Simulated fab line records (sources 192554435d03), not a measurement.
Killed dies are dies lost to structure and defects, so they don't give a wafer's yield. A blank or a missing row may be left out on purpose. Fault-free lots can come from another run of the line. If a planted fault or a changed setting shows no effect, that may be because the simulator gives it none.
A lot that was struck, set against a sound lot | flow n5-finfet | 36 steps out of a route of 1938
Sound: these wafers, L739.2, L739.3, L739.5. Wafers L725.2, L725.3, L725.5 were the ones struck. Last of all comes the cause.
Per side, at each step with rows, come the tool, then ch with its chambers, and then its first start. Under that, the readings that differ: sound wafers | struck wafers | difference of the means | sigmas: that difference in standard deviations of wafers without a fault.
alike: words and numbers the same on both sides, and readings whose means are apart by under 2 such deviations; not compared: readings that were withheld, readings missing a value for some wafer, numbers with overlapping values and no deviation given by the record, and bounds like >300 which may hide the same value.
A row with sigmas, a row that says differs or no value, or rows on one side alone: a step with any of these is where the two part. Non-overlapping numbers with no deviation appear without sigmas and do not part them. A reading missing from all wafers of one side parts the sides only when that side holds two or more wafers.

first, 8 steps without rows for these wafers: N5_BEOL_M3_ECD_50 (material Cu, target thk 300 nm); N5_BEOL_M3_ANNEAL_51 (time 90 s); N5_BEOL_M3_CMP_52 (polishes, stops on SiOC, t overpolish 6.8 s, target thk 40 nm); N5_BEOL_M3_PRE_CLEAN_60 (time 15 s); N5_BEOL_M3_CO_CAP_55 (material Co, precursor CCTBA/H2, target thk 2 nm, time 102.1 s); N5_BEOL_M3_PRE_CLEAN_56 (time 15 s); N5_BEOL_M3_DEP_57 (deposits SiCN from 3MS/NH3, target thk 8 nm, time 14 s); N5_BEOL_M4_ILD_DEP_00 (deposits SiOC from DEMS/O2, target thk 79 nm, time 15.3 s).
N5_BEOL_M4_PECVD_72: deposits SiO2 from TEOS/O2, target thk 16 nm, time 18 s.
  sound on pecvd-02 ch 1,2, day 12 13:28; struck on pecvd-02 ch 0,1,2, day 8 12:49
  no value came back on the struck wafers for any of 5 readings (chamber-pressure-Torr (Torr), heater-power-outer-w (W) and others); on the sound wafers chamber-pressure-Torr (Torr) reads 5.491 5.491 5.456
  not compared: since-wet-clean-h
then, 25 steps without rows for these wafers: N5_BEOL_M4_HM_DEP_02 (deposits TiN, target thk 20 nm); N5_BEOL_M4_COAT_61 (time 60 s, resist thk 60 nm); N5_BEOL_M4_COAT_62 (time 60 s, resist thk 12 nm); N5_BEOL_M4_COAT_73 (time 60 s, resist thk 5 nm); N5_BEOL_M4_COAT_05 (resist thk 30 nm); N5_BEOL_M4_EBR_07; N5_BEOL_M4_SOFTBAKE_06 (time 60 s); N5_BEOL_M4_EXPOSE_08 (exposes mask M4); N5_BEOL_M4_PEB_09 (peb time 60 s); N5_BEOL_M4_DEVELOP_10 (develop time 30 s); N5_BEOL_M4_DESCUM_16 (chemistry O2, time 7 s); N5_BEOL_M4_ETCH_74 (etches underlayer in N2/H2, target depth 6.5 nm, time 5.2 s); N5_BEOL_M4_ETCH_63 (etches SiARC in CF4, target depth 15.6 nm, time 26 s); N5_BEOL_M4_ETCH_64 (etches SOC in N2/H2, target depth 75 nm, overetch 22.5 nm, time 121.9 s); N5_BEOL_M4_STRIP_65 (strips in N2/H2); N5_BEOL_M4_STRIP_75 (strips in N2/H2); N5_BEOL_M4_STRIP_66 (strips in CF4); N5_BEOL_M4_HM_OPEN_17 (chemistry Cl2/BCl3, target TiN, target depth 20 nm, overetch 6 nm); N5_BEOL_M4_STRIP_19 (strips in O2); N5_BEOL_M4_COAT_67 (time 60 s, resist thk 60 nm); N5_BEOL_M4_COAT_68 (time 60 s, resist thk 12 nm); N5_BEOL_M4_COAT_76 (time 60 s, resist thk 5 nm); N5_BEOL_M4_COAT_22 (resist thk 30 nm); N5_BEOL_M4_EBR_24; N5_BEOL_M4_SOFTBAKE_23 (time 60 s).
N5_BEOL_M4_RC_MEAS_101:
  sound on prober-01 ch 0, day 12 23:06; struck on prober-01 ch 0, day 9 00:02
  alike: DIBL_N, DIBL_P, IOFF_N, IOFF_P, ION_N, ION_P, SS_N, SS_P, VT_N, VT_P
-- the record jumps here: 4 days lie between the struck wafers' starts before and after (it left off in module BEOL_M4 and takes up again in module PASSIVATION, whose first step shown is number 1936 of the route) --
N5_PASSIVATION_PROBE_49:
  struck on prober-01, day 13 10:18; sound on prober-02, day 17 07:04
  reading                  | sound          | struck         | difference | sigmas
  defect-limited-yield (%) | 90.2 92.6 92.2 | 64.1 63.1 64.7 | -27.7      | -18
  killed_at_M4_up          | 11 11 9        | 337 322 323    | +317       | +70
  killed-dies              | 116 87 92      | 424 436 416    | +327       | +19
  sort_bin_5_function (%)  | 5.3 4.4 4.8    | 32.5 31.6 31.7 | +27.1      | +30
  sort-n-pass              | 1064 1093 1088 | 756 744 764    | -327       | -19
  sort-yield-pct (%)       | 90.2 92.6 92.2 | 64.1 63.1 64.7 | -27.7      | -18
  alike: killed_at_M0_to_M3, killed-at-contacts, killed-at-front-end, killed-at-other, killed-on-rim, killed-open, killed-short, sort_bin_6_memory

== WHERE THEY PART ==
At N5_BEOL_M4_PECVD_72 first; at N5_PASSIVATION_PROBE_49 last (within this record only).

WHY: what the simulator had put in
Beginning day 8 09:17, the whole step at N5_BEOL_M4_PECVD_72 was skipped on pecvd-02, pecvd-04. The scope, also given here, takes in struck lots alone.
